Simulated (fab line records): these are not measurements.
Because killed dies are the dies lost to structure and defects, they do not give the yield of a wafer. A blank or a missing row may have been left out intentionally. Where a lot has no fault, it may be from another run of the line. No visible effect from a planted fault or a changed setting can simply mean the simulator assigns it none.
Split-lot study ; flow n5Finfet ; 21 wafers read across 7 lots, on a route 1938 steps long

== ABOUT THE SPLIT ==
At N5_BEOL_M12_COAT_58 (time 60 s, resist thk 89 nm), the setting spinRpm was moved away from the recipe's 1500 rpm on 6 of the 21 wafers read, by -9.1% to +4.6%. This setting was run at the recipe's value on the other wafers.

Split to reading: the file shows no intervening step.

== THE READING ==
etch.depthNm (the simulator's own value, which no gauge read), in nm, at N5_BEOL_M12_ETCH_59 (etches BARC in N2/H2, target depth 89 nm, overetch 26.7 nm, time 67.9 s). There is no usual value for it anywhere in the file. Here, 15 wafers ran the recipe; their average is 89.30 nm with a standard deviation of 0.28 nm.

wafer;tool, chamber at the split;spinRpm as run, rpm;against the recipe;etch.depthNm, nm;against lot-mates on the recipe
L077.1;lithoTrack-01, 0;1500;recipe;89.01;-
L077.4;lithoTrack-01, 0;1566;+4.4%;87.13;-1.91
L077.5;lithoTrack-01, 0;1500;recipe;89.07;-
L081.2;lithoTrack-01, 0;1500;recipe;89.59;-
L081.4;lithoTrack-01, 0;1500;recipe;89.76;-
L081.6;lithoTrack-01, 0;1500;recipe;89.55;-
L083.2;lithoTrack-04, 0;1451;-3.3%;90.79;+1.78
L083.5;lithoTrack-04, 0;1500;recipe;88.85;-
L083.6;lithoTrack-04, 0;1500;recipe;89.18;-
L084.2;lithoTrack-01, 0;1500;recipe;89.25;-
L084.3;lithoTrack-01, 0;1500;recipe;89.17;-
L084.4;lithoTrack-01, 0;1379;-8.1%;93.31;+4.10
L086.3;lithoTrack-04, 0;1569;+4.6%;87.2;-2.30
L086.4;lithoTrack-04, 0;1500;recipe;89.58;-
L086.5;lithoTrack-04, 0;1500;recipe;89.43;-
L089.1;lithoTrack-02, 0;1500;recipe;89.51;-
L089.5;lithoTrack-02, 0;1500;recipe;89.43;-
L089.6;lithoTrack-02, 0;1500;recipe;89.4;-
L097.1;lithoTrack-04, 0;1363;-9.1%;93.04;+4.26
L097.3;lithoTrack-04, 0;1363;-9.1%;92.78;+4.00
L097.6;lithoTrack-04, 0;1500;recipe;88.78;-

FIT RESULTS
A straight line over all 21 wafers: etch.depthNm changes by -0.434 nm for each +1% of spinRpm; r = -0.98; the points scatter about the line by 0.31 nm.
The same after taking each lot's own level away (the mean of its wafers on the recipe; 21 wafers): -0.47 nm for each +1%; r = -1.00; scatter 0.14 nm.
The reading moves by 4.3 nm for the largest change in spinRpm, on that fit.
From 88.780 to 89.633 nm: that is the span of the lots' own levels, equal to 3.1 times the standard deviation above.
Consequently the slope shifts little with the lot-to-lot level, the two slopes agreeing.
Check: +4.32 nm against its lot-mates is what the line predicts for one of the wafers moved furthest among these (-9.1%) when that wafer is left out of the fit. Against them it came out at +4.26 nm.

== ADDITIONAL SPLITS CARRIED BY THESE WAFERS ==
Before the reading, these wafers also passed through other splits. Each is held against what the fit with the lots' levels taken away leaves over:
other split on the same wafers;wafers away from the commonest value;r with etch.depthNm (lot level and that fit taken away)
N5_BEOL_M9_DESCUM_16 timeS;6;+0.18
N5_BEOL_M10_PEB_26 pebTimeS;5;+0.56
N5_BEOL_M11_HM_DEP_02 targetThkA;8;-0.10
N5_BEOL_M11_COAT_05 spinRpm;9;-0.01

== THE WHOLE CHAIN: every reading that the file lists as answering this split, in the file's order ==
step;what it does;reading;change (the file's fit);r (the file's)
N5_BEOL_M12_COAT_58;time 60 s, resist thk 89 nm;BARC_of_BEOL_M12_COAT_58.thkNm (the simulator's own value, which no gauge read);-0.479 nm for each +1% of the setting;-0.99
N5_BEOL_M12_ETCH_59;etches BARC in N2/H2, target depth 89 nm, overetch 26.7 nm, time 67.9 s;etch.depthNm (the simulator's own value, which no gauge read);-0.479 nm for each +1% of the setting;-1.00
N5_BEOL_M12_STRIP_64;strips in N2/H2;stripTimeToEndpointS;withheld for each +1% of the setting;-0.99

== FILE'S OWN FIT ==
etch.depthNm changes by -0.479 nm for each +1% of spinRpm, r = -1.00.
